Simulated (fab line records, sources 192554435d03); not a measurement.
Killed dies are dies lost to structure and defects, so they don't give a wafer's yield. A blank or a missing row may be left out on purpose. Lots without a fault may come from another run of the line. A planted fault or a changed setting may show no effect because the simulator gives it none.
fab line records | flow n5_finfet
record lots=6 wafers=18 last_day=16
route steps=1938 shown BEOL_M3@993 BEOL_M4@1111 PASSIVATION@1936
lots that met no fault: from a run of the same line without faults
start_h: hours from the record's first day to the start of the lot's first wafer shown | wait_h: hours since the lot's step before | " the same as in the row above | L1.1+2: a row that stands for several wafers | - no value, or no start given | * or withheld: withheld | < > ~ a bound
route shown NAME@n: a module of which the file shows steps, and the number in the route of the first | usual: mean/standard deviation of fault-free wafers | same: alike in all rows | chamber/n: place in a boat | sites: the reading at each site | _std_site: their standard deviation | _edge_site: outer sites' mean less inner sites' | radius_mm: how far each site lies from the wafer's centre | mask NAME#n: copy n | behind: the tool/chamber that last shaped the wafer | hold: why the lot was held/for how many hours/how that ended | device: the transistor (n, p or np) that didn't switch | end of line: the same wafers' tests at the end of the route | a step without rows: its recipe alone | killed: dies lost to structure and defects at the first sort, not the wafer's yield | map: a wafer's dies, x killed, . not, _ none there
set.NAME: the setting as run; set.NAME@STEP: as run at that earlier step | model.NAME: the simulator's own value behind a step, which no gauge read
lots at some steps of the route; a table a step, a row a wafer
## steps
# step N5_BEOL_M3_CVD_47
# recipe material=Co target_thk_a=30 temp_c=withheld precursor=CCTBA/H2 pressure_torr=30 time_s=223.8
# step N5_BEOL_M3_SPUTTER_48
# recipe material=Cu target_thk_a=45 temp_c=-20 chamber_pressure_pa=0.07 power_w=withheld time_s=8.29
# step N5_BEOL_M3_ANNEAL_49
# recipe temp_c=400 time_s=240 ambient=vacuum
# usual heater_power_w=827/110 susceptor_temp_C=399.98/0.22
# columns lot.wafer tool chamber start_h wait_h heater_power_w susceptor_temp_C
L143.1 pvd_sputter-03 - 170.33 0.0 805 400.06
L143.4 " - " " 766 399.53
L143.5 " - " " 795 399.79
L150.2 pvd_sputter-02 - 217.13 0.0 622 399.64
L150.4 " - " " 855 400.11
L150.5 " - " " 859 400.23
L155.1 pvd_sputter-03 - 250.44 0.0 783 399.70
L155.2 " - " " 783 400.23
L155.5 " - " " 818 400.01
L156.1 pvd_sputter-03 - 255.46 0.0 812 400.03
L156.3 " - " " 805 400.18
L156.5 " - " " 806 399.89
L157.2 pvd_sputter-01 - 259.37 0.0 801 400.12
L157.4 " - " " 859 399.61
L157.5 " - " " 742 400.55
L158.1 pvd_sputter-02 - 264.00 0.0 1052 400.06
L158.3 " - " " 631 400.03
L158.5 " - " " 1047 400.25
# step N5_BEOL_M3_SPUTTER_79
# recipe material=Cu target_thk_a=45 temp_c=-20 chamber_pressure_pa=0.07 power_w=withheld time_s=8.29
# step N5_BEOL_M3_ANNEAL_80
# recipe temp_c=400 time_s=240 ambient=vacuum
# step N5_BEOL_M3_SPUTTER_81
# recipe material=Cu target_thk_a=45 temp_c=-20 chamber_pressure_pa=0.07 power_w=withheld time_s=8.29
# usual throttle_valve_pct=30.1/1.1
# columns lot.wafer tool chamber start_h wait_h throttle_valve_pct
L143.1 pvd_sputter-03 - 170.69 0.1 30.2
L143.4 " - " " 30.6
L143.5 " - " " 30.6
L150.2 pvd_sputter-02 - 217.49 0.1 30.5
L150.4 " - " " 29.7
L150.5 " - " " 29.7
L155.1 pvd_sputter-03 - 250.80 0.1 30.0
L155.2 " - " " 30.2
L155.5 " - " " 32.4
L156.1 pvd_sputter-03 - 255.86 0.1 32.2
L156.3 " - " " 30.4
L156.5 " - " " 30.2
L157.2 pvd_sputter-01 - 259.73 0.1 28.6
L157.4 " - " " 29.7
L157.5 " - " " 30.5
L158.1 pvd_sputter-02 - 264.36 0.1 31.1
L158.3 " - " " 31.0
L158.5 " - " " 30.4
# step N5_BEOL_M3_ANNEAL_82
# recipe temp_c=400 time_s=240 ambient=vacuum
# step N5_BEOL_M3_SPUTTER_86
# recipe material=Cu target_thk_a=45 temp_c=-20 chamber_pressure_pa=0.07 power_w=withheld time_s=8.29
# usual throttle_valve_pct=30.0/1.1
# columns lot.wafer tool chamber start_h wait_h throttle_valve_pct
L143.1 pvd_sputter-03 - 170.91 0.1 30.1
L143.4 " - " " 30.8
L143.5 " - " " 30.3
L150.2 pvd_sputter-02 - 217.71 0.1 30.9
L150.4 " - " " 29.8
L150.5 " - " " 29.6
L155.1 pvd_sputter-03 - 251.02 0.1 30.5
L155.2 " - " " 30.3
L155.5 " - " " 32.6
L156.1 pvd_sputter-03 - 256.11 0.1 32.5
L156.3 " - " " 30.4
L156.5 " - " " 30.5
L157.2 pvd_sputter-01 - 259.95 0.1 28.2
L157.4 " - " " 29.3
L157.5 " - " " 30.3
L158.1 pvd_sputter-02 - 264.58 0.1 31.4
L158.3 " - " " 30.8
L158.5 " - " " 30.5
# step N5_BEOL_M3_ANNEAL_87
# recipe temp_c=400 time_s=240 ambient=vacuum
# step N5_BEOL_M3_SPUTTER_88
# recipe material=Cu target_thk_a=45 temp_c=-20 chamber_pressure_pa=0.07 power_w=withheld time_s=8.29
# step N5_BEOL_M3_ANNEAL_89
# recipe temp_c=400 time_s=240 ambient=vacuum
# step N5_BEOL_M3_SPUTTER_90
# recipe material=Cu target_thk_a=45 temp_c=-20 chamber_pressure_pa=0.07 power_w=withheld time_s=8.29
# usual throttle_valve_pct=30.0/1.1
# columns lot.wafer tool chamber start_h wait_h throttle_valve_pct
L143.1 pvd_sputter-03 - 171.35 0.1 30.0
L143.4 " - " " 30.5
L143.5 " - " " 30.7
L150.2 pvd_sputter-02 - 218.15 0.1 30.6
L150.4 " - " " 29.7
L150.5 " - " " 29.9
L155.1 pvd_sputter-03 - 251.46 0.1 30.5
L155.2 " - " " 30.3
L155.5 " - " " 32.5
L156.1 pvd_sputter-03 - 256.59 0.1 32.1
L156.3 " - " " 30.2
L156.5 " - " " 30.4
L157.2 pvd_sputter-01 - 260.39 0.1 28.6
L157.4 " - " " 29.5
L157.5 " - " " 30.4
L158.1 pvd_sputter-02 - 265.02 0.1 31.0
L158.3 " - " " 30.9
L158.5 " - " " 30.1
# step N5_BEOL_M3_ANNEAL_91
# recipe temp_c=400 time_s=240 ambient=vacuum
# usual heater_power_w=826/110 susceptor_temp_C=400.00/0.23
# columns lot.wafer tool chamber start_h wait_h heater_power_w susceptor_temp_C
L143.1 pvd_sputter-03 - 171.43 0.0 785 400.28
L143.4 " - " " 768 400.10
L143.5 " - " " 802 400.08
L150.2 pvd_sputter-02 - 218.23 0.0 610 399.98
L150.4 " - " " 851 400.06
L150.5 " - " " 867 400.30
L155.1 pvd_sputter-03 - 251.54 0.0 - -
L155.2 " - " " - -
L155.5 " - " " - -
L156.1 pvd_sputter-03 - 256.67 0.0 - -
L156.3 " - " " - -
L156.5 " - " " - -
L157.2 pvd_sputter-01 - 260.47 0.0 815 400.10
L157.4 " - " " 863 400.32
L157.5 " - " " 731 400.13
L158.1 pvd_sputter-02 - 265.10 0.0 1073 400.07
L158.3 " - " " 610 399.98
L158.5 " - " " 1044 400.19
# step N5_BEOL_M3_SPUTTER_92
# recipe material=Cu target_thk_a=45 temp_c=-20 chamber_pressure_pa=0.07 power_w=withheld time_s=8.29
# usual throttle_valve_pct=30.0/1.1
# columns lot.wafer tool chamber start_h wait_h throttle_valve_pct
L143.1 pvd_sputter-03 - 171.57 0.1 30.1
L143.4 " - " " 30.4
L143.5 " - " " 30.5
L150.2 pvd_sputter-02 - 218.37 0.1 30.9
L150.4 " - " " 29.8
L150.5 " - " " 29.9
L155.1 pvd_sputter-03 - 251.68 0.1 30.6
L155.2 " - " " 30.1
L155.5 " - " " 32.4
L156.1 pvd_sputter-03 - 256.81 0.1 32.4
L156.3 " - " " 30.3
L156.5 " - " " 30.3
L157.2 pvd_sputter-01 - 260.61 0.1 28.5
L157.4 " - " " 29.1
L157.5 " - " " 30.2
L158.1 pvd_sputter-02 - 265.24 0.1 31.6
L158.3 " - " " 30.8
L158.5 " - " " 29.8
# step N5_BEOL_M4_RC_MEAS_101
# usual DIBL_N=36.5/1.8 DIBL_P=36.5/2.1 IOFF_N=0.17/0.031 IOFF_P=0.22/0.036 ION_N=677/11 ION_P=463/8 SS_N=71.6/0.61 SS_P=73.3/0.63 VT_N=249/3.1 VT_P=-250/3.3
# columns lot.wafer tool chamber start_h wait_h DIBL_N[mV/V] DIBL_P[mV/V] IOFF_N[nA/um] IOFF_P[nA/um] ION_N[uA/um] ION_P[uA/um] SS_N[mV/dec] SS_P[mV/dec] VT_N[mV] VT_P[mV]
L143.1 prober-02 0 182.56 0.0 39.1 39.7 0.20 0.22 688 466 71.6 74.0 247 -250
L143.4 " 0 " " 38.0 38.9 0.18 0.21 693 463 72.3 74.4 246 -253
L143.5 " 0 " " 40.0 40.0 0.21 0.24 696 470 71.4 74.2 241 -251
L150.2 prober-01 0 236.82 0.2 37.0 35.0 0.18 0.19 673 455 71.6 72.9 248 -253
L150.4 " 0 " " 37.2 35.3 0.17 0.21 667 444 72.1 73.7 250 -249
L150.5 " 0 " " 37.5 36.1 0.18 0.21 658 450 71.9 73.6 251 -253
L155.1 prober-01 0 264.95 0.0 37.3 38.1 0.18 0.22 677 459 71.7 73.4 247 -250
L155.2 " 0 " " 35.7 36.1 0.14 0.18 670 457 72.3 73.2 253 -253
L155.5 " 0 " " 37.8 38.8 0.19 0.23 675 458 71.7 73.5 246 -251
L156.1 prober-01 0 271.46 0.0 39.1 40.1 0.22 0.27 694 472 72.0 74.2 244 -249
L156.3 " 0 " " 36.1 36.4 0.15 0.20 671 461 71.2 72.8 250 -251
L156.5 " 0 " " 37.0 36.9 0.16 0.21 677 463 71.9 72.8 251 -249
L157.2 prober-01 0 274.33 0.2 38.6 37.9 0.22 0.26 702 480 71.5 73.9 243 -246
L157.4 " 0 " " 38.3 36.5 0.21 0.24 681 455 72.2 73.4 244 -246
L157.5 " 0 " " 38.3 37.3 0.22 0.25 700 475 71.7 74.0 244 -247
L158.1 prober-02 0 277.34 0.0 40.0 39.8 0.21 0.25 674 458 72.4 74.4 246 -246
L158.3 " 0 " " 36.5 34.6 0.13 0.19 649 454 71.9 72.9 254 -251
L158.5 " 0 " " 38.7 38.6 0.17 0.23 680 468 72.4 73.4 249 -248
# step N5_PASSIVATION_PROBE_49
# usual defect_limited_yield=91.4/1.5 killed_at_M0_to_M3=35/11 killed_at_M4_up=16/7 killed_at_contacts=11/5.3 killed_at_front_end=37/11 killed_at_other=3.1/2.8 killed_dies=102/18 killed_open=69/15 killed_short=31/7.8 sort_bin_5_function=5.1/1.1 sort_bin_6_memory=3.2/0.69 sort_n_pass=1078/18 sort_yield_pct=91.4/1.5
# same gross_dies=1180 killed_at_back_side=0 sort_bin_4_leakage[%]=0 sort_bin_8_speed[%]=0
# columns lot.wafer tool chamber start_h wait_h defect_limited_yield[%] killed_at_M0_to_M3 killed_at_M4_up killed_at_contacts killed_at_front_end killed_at_other killed_dies killed_open killed_short sort_bin_5_function[%] sort_bin_6_memory[%] sort_n_pass sort_yield_pct[%]
L150.2 prober-01 - 337.55 0.1 92.3 20 22 7 41 1 91 61 30 4.5 2.7 1089 92.3
L150.4 prober-01 - 337.65 0.2 91.4 37 10 11 38 6 102 67 33 4.7 3.7 1078 91.4
L150.5 prober-01 - 337.70 0.2 94.3 23 11 13 18 2 67 39 26 3.0 2.4 1113 94.3
L155.1 prober-01 - 373.63 0.0 90.0 28 18 16 45 11 118 82 36 5.8 3.6 1062 90.0
L155.2 prober-01 - 373.68 0.1 89.2 48 14 16 48 2 128 82 45 6.4 4.0 1052 89.2
L155.5 prober-01 - 373.83 0.2 91.5 37 8 14 37 4 100 73 27 5.5 2.9 1080 91.5
# killed by level:class
L150.2 FIN_SAQP:geometric_particle:open=12 BEOL_M4:geometric_particle:open=10 FIN_SAQP:geometric_particle:short=7 BEOL_M2:geometric_particle:open=7 MOL_CONTACT_COAG:geometric_particle:open=4 DUMMY_GATE:geometric_particle:open=3 SPACER0:geometric_particle:short=3 MOL_CONTACT_COAG:geometric_particle:short=3
L150.4 FIN_SAQP:geometric_particle:short=13 MOL_CONTACT_COAG:geometric_particle:open=11 FIN_SAQP:geometric_particle:open=8 BEOL_M2:geometric_particle:open=8 BEOL_M0_SAQP:geometric_particle:open=7 STI_FIN_REVEAL:geometric_particle:open=5 BEOL_M1:geometric_particle:open=5 BEOL_M3:geometric_particle:open=5
L150.5 MOL_CONTACT_COAG:geometric_particle:open=10 FIN_SAQP:geometric_particle:short=5 FIN_SAQP:geometric_particle:open=5 BEOL_M0:geometric_particle:open=4 BEOL_M1:geometric_particle:open=4 BEOL_M2:geometric_particle:short=4 GATE_CUT:geometric_particle:short=3 MOL_CONTACT_COAG:geometric_particle:short=3
L155.1 FIN_SAQP:geometric_particle:open=13 MOL_CONTACT_COAG:geometric_particle:open=13 BEOL_M4:geometric_particle:open=8 FIN_SAQP:geometric_particle:short=7 BEOL_M2:geometric_particle:open=7 GATE_CUT:geometric_particle:open=6 GATE_CUT:geometric_particle:short=5 BEOL_M5:geometric_particle:open=5
L155.2 FIN_SAQP:geometric_particle:open=17 MOL_CONTACT_COAG:geometric_particle:open=12 BEOL_M0_SAQP:geometric_particle:open=10 BEOL_M2:geometric_particle:open=10 FIN_SAQP:geometric_particle:short=9 BEOL_M0_SAQP:geometric_particle:short=8 STI_FIN_REVEAL:geometric_particle:open=7 BEOL_M4:geometric_particle:open=7
L155.5 MOL_CONTACT_COAG:geometric_particle:open=11 BEOL_M3:geometric_particle:open=10 BEOL_M1:geometric_particle:open=8 STI_FIN_REVEAL:geometric_particle:open=7 BEOL_M0_SAQP:geometric_particle:open=6 FIN_SAQP:geometric_particle:short=5 DUMMY_GATE:geometric_particle:open=5 GATE_CUT:geometric_particle:short=5
## key
first_sign step=N5_BEOL_M3_ANNEAL_91 reading=tool_record direction=missing
effect none on later readings
met_at N5_BEOL_M3_ANNEAL_91
struck_wafers L155.1,L155.2,L155.5,L156.1,L156.3,L156.5
onset_between 171.43 251.54
fault kind=skipped_step_whole tool=pvd_sputter-03 chamber=- onset_h=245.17 steps=N5_BEOL_M3_ANNEAL_91 scope=struck_lots_only
